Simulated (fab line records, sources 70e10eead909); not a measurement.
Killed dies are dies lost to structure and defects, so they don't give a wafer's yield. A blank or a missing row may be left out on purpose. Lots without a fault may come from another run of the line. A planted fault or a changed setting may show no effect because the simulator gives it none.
fab line records | flow nand_harc
record lots=13 wafers=39 last_day=24
route steps=1159 shown P_ZERO_WELL@44 P_GATE@182 P_CONTACT@218 END@1159
lots that met no fault: from a run of the same line without faults
start_h: hours from the record's first day to the start of the lot's first wafer shown | wait_h: hours since the lot's step before | " the same as in the row above | L1.1+2: a row that stands for several wafers | - no value, or no start given | * or withheld: withheld | < > ~ a bound
route shown NAME@n: a module of which the file shows steps, and the number in the route of the first | usual: mean/standard deviation of fault-free wafers | same: alike in all rows | chamber/n: place in a boat | sites: the reading at each site | _std_site: their standard deviation | _edge_site: outer sites' mean less inner sites' | radius_mm: how far each site lies from the wafer's centre | mask NAME#n: copy n | behind: the tool/chamber that last shaped the wafer | hold: why the lot was held/for how many hours/how that ended | device: the transistor (n, p or np) that didn't switch | end of line: the same wafers' tests at the end of the route | a step without rows: its recipe alone | killed: dies lost to structure and defects at the first sort, not the wafer's yield | map: a wafer's dies, x killed, . not, _ none there
set.NAME: the setting as run; set.NAME@STEP: as run at that earlier step | model.NAME: the simulator's own value behind a step, which no gauge read
steps of the route over a sample of lots; a table a step, a row a wafer
services: from which hour (start_h, from the record's first day; less than 0 if before it) a tool's chamber was out of use, for how many hours, and why
## steps
# step NHARC_P_ZERO_WELL_CD_MEAS_37
# recipe target_cd_nm=720 landing_energy_ev=500
# usual cd_nm=719.7/1.2
# columns lot.wafer tool chamber start_h wait_h cd_nm
L525.1 cd_sem-03 0 16.12 - 723.4
L525.3 " 0 " " 720.0
L525.5 " 0 " " 720.2
L526.1 cd_sem-02 0 22.10 - 719.7
L526.2 " 0 " " 719.3
L526.3 " 0 " " 721.7
L527.2 cd_sem-02 0 28.10 - 718.3
L527.3 " 0 " " 719.2
L527.4 " 0 " " 717.3
L528.1 cd_sem-03 0 34.00 - 719.8
L528.5 " 0 " " 717.8
L528.6 " 0 " " 718.2
L530.1 cd_sem-03 0 46.16 - 719.9
L530.2 " 0 " " 717.0
L530.3 " 0 " " 719.8
L533.3 cd_sem-03 0 64.25 - 718.8
L533.4 " 0 " " 718.7
L533.6 " 0 " " 718.6
L535.1 cd_sem-02 0 76.22 - 719.4
L535.5 " 0 " " 718.5
L535.6 " 0 " " 718.6
L537.1 cd_sem-03 0 88.23 - 720.1
L537.4 " 0 " " 720.4
L537.6 " 0 " " 718.9
L544.1 cd_sem-01 0 130.42 - 718.5
L544.2 " 0 " " 719.8
L544.3 " 0 " " 718.3
L545.1 cd_sem-02 0 136.50 - 718.4
L545.2 " 0 " " 718.7
L545.6 " 0 " " 721.7
L546.1 cd_sem-02 0 142.27 - 719.7
L546.2 " 0 " " 718.3
L546.3 " 0 " " 718.5
L547.2 cd_sem-01 0 148.25 - 719.5
L547.5 " 0 " " 721.6
L547.6 " 0 " " 717.7
L548.3 cd_sem-01 0 154.25 - 721.9
L548.4 " 0 " " 720.1
L548.6 " 0 " " 720.2
# step NHARC_P_GATE_EXPOSE_56
# recipe na=0.6 target_cd_nm=720 dose_mj=14.81 mask_id=P_PSD
# usual exposure_dose_mJ_cm2=14.807/0.017
# columns lot.wafer tool chamber start_h wait_h mask exposure_dose_mJ_cm2
L525.1 krf_scanner-04 0 105.01 - P_PSD#0 14.804
L525.3 " 0 " " P_PSD#0 14.791
L525.5 " 0 " " P_PSD#0 14.814
L527.2 krf_scanner-01 0 111.55 - P_PSD#0 14.820
L527.3 " 0 " " P_PSD#0 14.834
L527.4 " 0 " " P_PSD#0 14.816
L526.1 krf_scanner-04 0 111.74 - P_PSD#0 14.809
L526.2 " 0 " " P_PSD#0 14.814
L526.3 " 0 " " P_PSD#0 14.788
L528.1 krf_scanner-03 0 125.41 - P_PSD#0 14.805
L528.5 " 0 " " P_PSD#0 14.821
L528.6 " 0 " " P_PSD#0 14.816
L530.1 krf_scanner-04 0 133.86 - P_PSD#0 14.812
L530.2 " 0 " " P_PSD#0 14.794
L530.3 " 0 " " P_PSD#0 14.810
L533.3 krf_scanner-04 0 156.60 - P_PSD_R1#0 14.815
L533.4 " 0 " " P_PSD_R1#0 14.812
L533.6 " 0 " " P_PSD_R1#0 14.793
L535.1 krf_scanner-04 0 173.69 - P_PSD#0 14.816
L535.5 " 0 " " P_PSD#0 14.805
L535.6 " 0 " " P_PSD#0 14.809
L537.1 krf_scanner-04 0 180.77 - P_PSD#0 14.818
L537.4 " 0 " " P_PSD#0 14.822
L537.6 " 0 " " P_PSD#0 14.817
L544.1 krf_scanner-03 0 211.89 - P_PSD#0 14.821
L544.2 " 0 " " P_PSD#0 14.805
L544.3 " 0 " " P_PSD#0 14.790
L545.1 krf_scanner-03 0 223.97 - P_PSD#0 14.813
L545.2 " 0 " " P_PSD#0 14.818
L545.6 " 0 " " P_PSD#0 14.808
L546.1 krf_scanner-01 0 231.38 - P_PSD#0 14.828
L546.2 " 0 " " P_PSD#0 14.845
L546.3 " 0 " " P_PSD#0 14.828
L548.3 krf_scanner-04 0 231.56 - P_PSD#0 14.809
L548.4 " 0 " " P_PSD#0 14.797
L548.6 " 0 " " P_PSD#0 14.797
L547.2 krf_scanner-01 0 231.76 - P_PSD#0 14.820
L547.5 " 0 " " P_PSD#0 14.822
L547.6 " 0 " " P_PSD#0 14.814
# step NHARC_P_GATE_CD_MEAS_59
# recipe target_cd_nm=720 landing_energy_ev=500
# usual cd_nm=720.1/1.4
# columns lot.wafer tool chamber start_h wait_h hold cd_nm
L525.1 cd_sem-01 0 105.16 - - 718.8
L525.3 " 0 " " - 719.9
L525.5 " 0 " " - 721.0
L527.2 cd_sem-03 0 111.70 - - 718.7
L527.3 " 0 " " - 720.0
L527.4 " 0 " " - 720.4
L526.1 cd_sem-02 0 111.90 - - 719.7
L526.2 " 0 " " - 719.8
L526.3 " 0 " " - 719.3
L528.1 cd_sem-01 0 125.56 - - 719.2
L528.5 " 0 " " - 719.0
L528.6 " 0 " " - 720.7
L530.1 cd_sem-01 0 134.02 - - 721.4
L530.2 " 0 " " - 722.5
L530.3 " 0 " " - 722.4
L533.3 cd_sem-02 0 156.75 - await_dispo/0.2h/release 740.7
L533.4 " 0 " " await_dispo/0.2h/release 739.8
L533.6 " 0 " " await_dispo/0.2h/release 741.4
L533.3 cd_sem-02 0 - - - 740.4
L533.4 " 0 " " - 739.6
L533.6 " 0 " " - 741.0
L535.1 cd_sem-02 0 173.85 - - 719.2
L535.5 " 0 " " - 720.7
L535.6 " 0 " " - 721.3
L537.1 cd_sem-02 0 180.92 - - 717.1
L537.4 " 0 " " - 718.2
L537.6 " 0 " " - 719.4
L544.1 cd_sem-01 0 212.05 - - 720.5
L544.2 " 0 " " - 721.0
L544.3 " 0 " " - 720.7
L545.1 cd_sem-01 0 224.13 - - 720.8
L545.2 " 0 " " - 720.0
L545.6 " 0 " " - 720.2
L546.1 cd_sem-01 0 231.54 - - 722.9
L546.2 " 0 " " - 721.6
L546.3 " 0 " " - 721.6
L548.3 cd_sem-02 0 231.71 - - 722.2
L548.4 " 0 " " - 721.8
L548.6 " 0 " " - 721.2
L547.2 cd_sem-03 0 231.91 - - 719.7
L547.5 " 0 " " - 721.6
L547.6 " 0 " " - 721.1
# step NHARC_P_CONTACT_DEP_00
# recipe target_thk_a=5000 temp_c=400 pressure_torr=6.5 rf_w=900 teos_flow_sccm=161.4 flow_sccm=2650 target_thk_nm=500 gas=O2 material=SiO2
# usual heater_power_outer_w=340/59 heater_power_w=586/79 throttle_valve_pct=15.9/0.49
# columns lot.wafer tool chamber start_h wait_h heater_power_outer_w heater_power_w throttle_valve_pct
L525.1 pecvd-03 2 - - 400 681 16.1
L525.3 " 1 " " 302 600 15.6
L525.5 " 2 " " 416 692 15.9
L527.3 pecvd-01 0 - - 392 595 16.3
L527.2 " 2 " " 344 521 15.9
L527.4 " 2 " " 364 530 16.0
L526.1 pecvd-02 2 - - 243 495 15.7
L526.3 " 0 " " 340 535 16.9
L526.2 " 1 " " 247 431 15.5
L528.1 pecvd-01 1 130.80 0.3 383 685 15.1
L528.6 " 1 " " 303 583 15.3
L528.5 " 0 " " 361 577 16.0
L530.1 pecvd-03 0 - - 310 549 16.3
L530.3 " 1 " " 313 608 15.0
L530.2 " 2 " " 473 753 15.9
L533.3 pecvd-03 0 - - 397 657 16.5
L533.6 " 0 " " 414 697 16.5
L533.4 " 2 " " 486 769 15.9
L535.1 pecvd-02 1 - - 352 596 15.5
L535.5 " 1 " " 242 446 15.8
L535.6 " 2 " " 262 525 15.3
L537.1 pecvd-02 0 - - 343 576 16.6
L537.6 " 0 " " 372 581 16.6
L537.4 " 1 " " 242 443 15.6
L544.1 pecvd-02 0 - - 298 488 16.6
L544.3 " 1 " " 302 530 15.6
L544.2 " 2 " " 318 587 15.5
L545.1 pecvd-03 2 - - 427 671 16.1
L545.2 " 0 " " 397 669 16.8
L545.6 " 1 " " 243 483 15.3
L546.2 pecvd-02 1 - - 303 521 15.8
L546.1 " 2 " " 332 604 15.2
L546.3 " 0 " " 322 529 16.7
L548.3 pecvd-01 0 - - 371 589 16.4
L548.6 " 0 " " 396 613 16.3
L548.4 " 1 " " 341 653 15.5
L547.2 pecvd-03 0 237.71 0.3 439 727 16.4
L547.5 " 0 " " 354 590 16.5
L547.6 " 2 " " 431 705 15.9
# step NHARC_P_CONTACT_OVL_MEAS_13
# usual overlay_x_nm=-0.1/0.93 overlay_y_nm=0.1/0.86
# columns lot.wafer tool chamber start_h wait_h overlay_x_nm overlay_y_nm
L525.1 overlay-01 - 111.51 - 0.9 0.6
L525.3 " - " " 0.7 1.2
L525.5 " - " " 0.3 1.1
L527.2 overlay-01 - 118.41 - -1.5 0.7
L527.3 " - " " -1.8 0.5
L527.4 " - " " -1.8 0.0
L526.1 overlay-02 - 118.60 - -0.6 -1.5
L526.2 " - " " -0.3 -0.7
L526.3 " - " " -0.2 -1.7
L528.1 overlay-02 - 132.35 - 1.0 -0.2
L528.5 " - " " -0.1 -1.3
L528.6 " - " " 1.2 -0.2
L530.1 overlay-02 - 140.42 - -0.7 -1.1
L530.2 " - " " -0.5 -1.5
L530.3 " - " " -0.9 -1.2
L533.3 overlay-01 - 170.63 - 1.2 2.2
L533.4 " - " " 1.2 1.4
L533.6 " - " " 1.2 2.5
L535.1 overlay-01 - 180.28 - 0.4 -0.2
L535.5 " - " " -0.7 -0.6
L535.6 " - " " -0.3 -0.4
L537.1 overlay-01 - 187.44 - 0.7 1.9
L537.4 " - " " 1.0 1.9
L537.6 " - " " 1.3 1.8
L544.1 overlay-01 - 218.67 - -1.4 0.7
L544.2 " - " " -0.7 0.2
L544.3 " - " " -1.2 0.4
L545.1 overlay-01 - 231.21 - -0.7 0.3
L545.2 " - " " -0.8 0.3
L545.6 " - " " -0.6 -0.1
L546.1 overlay-02 - 237.79 - -1.3 0.2
L546.2 " - " " -1.8 -0.3
L546.3 " - " " -2.1 0.0
L548.3 overlay-01 - 238.20 - 2.1 -0.1
L548.4 " - " " 2.1 -0.1
L548.6 " - " " 2.3 -0.2
L547.2 overlay-01 - 239.24 - -1.0 0.1
L547.5 " - " " -0.7 0.7
L547.6 " - " " -1.1 0.7
# step NHARC_END_SORT_01
# recipe temp_c=25
# usual killed_at_array=27/9.8 killed_at_other=0.6/0.83 killed_at_periphery=3.5/2.4 killed_dies=31/9.6 killed_open=3.1/1.9 killed_short=2.0/1.5
# same gross_dies=677
# columns lot.wafer tool chamber start_h wait_h killed_at_array killed_at_other killed_at_periphery killed_dies killed_open killed_short
L533.3 prober-01 0 517.62 3.1 37 1 1 39 6 4
L533.4 prober-01 0 518.43 3.4 27 0 3 30 3 1
# killed by level:class
L533.3 A_SLIT:chamber_film_flake=12 A_CONTACT:chamber_film_flake=7 A_STAIRCASE:chamber_film_flake=6 A_CONTACT:geometric_particle:open=3 A_WL_FILL:chamber_film_flake=2 A_SOURCE_PLATE:geometric_particle:short=1 A_ONON_D1:geometric_particle:short=1 A_CHANNEL_HOLE_D1:geometric_particle:open=1
L533.4 A_SLIT:chamber_film_flake=7 A_WL_FILL:chamber_film_flake=6 A_CONTACT:chamber_film_flake=5 A_CHANNEL_HOLE_D1:chamber_film_flake=4 A_STAIRCASE:chamber_film_flake=3 P_GATE:geometric_particle:open=2 A_CHANNEL_HOLE_D1:geometric_particle:open=1 A_WL_FILL:geometric_particle:short=1
## services
# columns tool chamber start_h hours kind
krf_scanner-01 - 84.00 4.0 pm
krf_scanner-03 - 89.40 0.2 repair
pecvd-03 - 111.15 13.0 pm
pecvd-03 0 111.15 13.0 vent_cycle
pecvd-03 1 111.15 13.0 vent_cycle
pecvd-03 2 111.15 13.0 vent_cycle
pecvd-03 0 124.15 - clean
pecvd-03 1 124.15 - clean
pecvd-03 2 124.15 - clean
pecvd-01 2 125.08 17.6 repair
krf_scanner-04 - 126.00 4.0 pm
krf_scanner-03 - 145.10 0.6 repair
pecvd-02 - 153.07 13.0 pm
pecvd-02 0 153.07 13.0 vent_cycle
pecvd-02 1 153.07 13.0 vent_cycle
pecvd-02 2 153.07 13.0 vent_cycle
pecvd-02 0 166.07 - clean
pecvd-02 1 166.07 - clean
pecvd-02 2 166.07 - clean
krf_scanner-03 - 168.00 4.0 pm
pecvd-03 1 230.01 7.7 repair
pecvd-01 - 237.35 13.0 pm
pecvd-01 0 237.35 13.0 vent_cycle
pecvd-01 1 237.35 13.0 vent_cycle
## key
first_sign step=NHARC_P_GATE_EXPOSE_56 reading=mask direction=changed
effect step=NHARC_P_GATE_CD_MEAS_59 reading=visit direction=added
effect step=NHARC_P_GATE_CD_MEAS_59 reading=cd_nm direction=up sigmas=15 usual=720.1 struck=740.6
met_at NHARC_P_GATE_EXPOSE_56
struck_lots L533
tester_left_out L533
not_acting_at NHARC_P_ZERO_WELL_CD_MEAS_37,NHARC_P_CONTACT_DEP_00,NHARC_P_CONTACT_OVL_MEAS_13
onset_between 133.86 156.60
fault kind=wrong_mask tool=any chamber=- onset_h=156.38 steps=NHARC_P_GATE_EXPOSE_56 aux_copy=P_PSD_R1#0 cd_offset_nm=20.886 scope=struck_lots_only
# tester_left_out: of these lots the tester's yield and bins aren't shown, on N5 and GAA mostly nor the transistor test; their killed dies are dies lost to structure and defects alone, not to doping, threshold or leakage, so they don't give the yield
